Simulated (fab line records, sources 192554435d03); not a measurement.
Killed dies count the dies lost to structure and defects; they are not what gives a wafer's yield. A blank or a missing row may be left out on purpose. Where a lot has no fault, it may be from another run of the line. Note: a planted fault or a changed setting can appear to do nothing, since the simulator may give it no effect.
Chamber matching || flow n5_finfet || cmp-04 running N5_ILD0_CMP_07: 4 sister chambers
The step polishes SiO2 flowable, stops on poly-Si, t overpolish 1.18 s, target thk 138.88 nm. 7 wafers are shown with their chamber, then 7 later ones without.

## WAFERS, EACH WITH ITS CHAMBER
{"wafer": "L074.1", "chamber": 0, "motor_current_A (A)": 12.7, "slurry_filter_dp_kPa (kPa)": 13.43}
{"wafer": "L086.1", "chamber": 2, "motor_current_A (A)": 13.4, "slurry_filter_dp_kPa (kPa)": 13.58}
{"wafer": "L087.2", "chamber": 2, "motor_current_A (A)": 12.8, "slurry_filter_dp_kPa (kPa)": 13.68}
{"wafer": "L087.4", "chamber": 3, "motor_current_A (A)": 12.1, "slurry_filter_dp_kPa (kPa)": 13.24}
{"wafer": "L087.6", "chamber": 1, "motor_current_A (A)": 13.0, "slurry_filter_dp_kPa (kPa)": 13.55}
{"wafer": "L088.2", "chamber": 3, "motor_current_A (A)": 12.5, "slurry_filter_dp_kPa (kPa)": 13.25}
{"wafer": "L088.3", "chamber": 1, "motor_current_A (A)": 14.0, "slurry_filter_dp_kPa (kPa)": 13.53}

## WAFERS WITHOUT THEIR CHAMBER
{"wafer": "L088.5", "motor_current_A (A)": 12.6, "slurry_filter_dp_kPa (kPa)": 13.49}
{"wafer": "L089.2", "motor_current_A (A)": 13.4, "slurry_filter_dp_kPa (kPa)": 13.55}
{"wafer": "L089.4", "motor_current_A (A)": 13.6, "slurry_filter_dp_kPa (kPa)": 13.50}
{"wafer": "L089.6", "motor_current_A (A)": 12.3, "slurry_filter_dp_kPa (kPa)": 13.49}
{"wafer": "L096.1", "motor_current_A (A)": 12.6, "slurry_filter_dp_kPa (kPa)": 13.49}
{"wafer": "L096.2", "motor_current_A (A)": 13.8, "slurry_filter_dp_kPa (kPa)": 13.50}
{"wafer": "L096.3", "motor_current_A (A)": 12.2, "slurry_filter_dp_kPa (kPa)": 13.68}

## WHICH CHAMBER EACH ONE RAN IN
{"wafer": "L088.5", "from the rows above": "can't be placed: 0 or 1", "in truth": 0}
{"wafer": "L089.2", "from the rows above": "can't be placed: 1 or 2", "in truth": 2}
{"wafer": "L089.4", "from the rows above": "can't be placed: 1 or 0", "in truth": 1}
{"wafer": "L089.6", "from the rows above": "can't be placed: 0 or 1", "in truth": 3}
{"wafer": "L096.1", "from the rows above": "can't be placed: 0 or 1", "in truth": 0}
{"wafer": "L096.2", "from the rows above": "can't be placed: 1 or 0", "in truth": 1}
{"wafer": "L096.3", "from the rows above": 2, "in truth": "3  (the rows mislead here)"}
Correct placement for 0 of the 7. Not placeable from these rows: 6 (in 5, the candidates include the true chamber). Number placed wrongly: 1.
How it was worked out, from the rows above alone: a wafer's distance from a chamber is the root of the sum, over the readings, of the square of ((its reading less the chamber's mean) divided by the reading's scatter). If the next closest chamber is less than 2 further off than the closest, the wafer can't be placed; otherwise it belongs to the closest. The mean given for a chamber averages the wafers shown for that chamber. The scatter: take each reading less its chamber's mean, square it, sum over the shown wafers, divide by the number of wafers less the number of chambers, and take the root.
